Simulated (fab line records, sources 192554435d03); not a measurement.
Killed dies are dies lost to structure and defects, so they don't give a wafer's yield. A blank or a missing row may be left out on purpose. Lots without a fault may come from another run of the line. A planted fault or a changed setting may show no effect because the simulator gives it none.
Chamber matching | flow n5_finfet | N5_BEOL_M7_ILD_DEP_00 on pecvd-01: 3 sister chambers
The step deposits SiCOH lowk from DEMS/porogen, target thk 179.75 nm, time 33.4 s. 6 wafers are shown with their chamber, then 8 later ones without.

WAFERS WITH THEIR CHAMBER
wafer  | chamber | showerhead_vpp_V (V) | throttle_valve_pct (%)
L080.1 | 2       | 1389                 | 13.7
L085.6 | 1       | 1365                 | 14.3
L086.2 | 0       | 1274                 | 13.9
L086.5 | 2       | 1399                 | 13.7
L086.6 | 0       | 1268                 | 14.1
L093.2 | 1       | 1367                 | 14.4

WAFERS WITHOUT THEIR CHAMBER
wafer  | showerhead_vpp_V (V) | throttle_valve_pct (%)
L093.3 | 1398                 | 13.8
L093.4 | 1394                 | 14.1
L096.1 | 1268                 | 13.9
L096.2 | 1385                 | 14.5
L096.4 | 1262                 | 14.1
L097.3 | 1291                 | 14.3
L097.4 | 1411                 | 13.8
L097.5 | 1265                 | 14.1

WHICH CHAMBER EACH WENT THROUGH
wafer  | from the rows above | in truth
L093.3 | 2                   | 2
L093.4 | 2                   | 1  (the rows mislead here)
L096.1 | 0                   | 0
L096.2 | 1                   | 1
L096.4 | 0                   | 0
L097.3 | 0                   | 0
L097.4 | 2                   | 2
L097.5 | 0                   | 0
Placed correctly: 7 of 8. Can't be placed from these rows: 0. Placed wrongly: 1.
How it was worked out, from the rows above alone: a wafer's distance from a chamber is the root of the sum, over the readings, of the square of ((its reading less the chamber's mean) divided by the reading's scatter). The wafer belongs to the nearest chamber; if the next one is less than 2 further off, it can't be placed. A chamber's mean is the mean of its shown wafers. The scatter: the root of (the sum of the squares of (reading less its chamber's mean) over the shown wafers, divided by (wafers less chambers)).
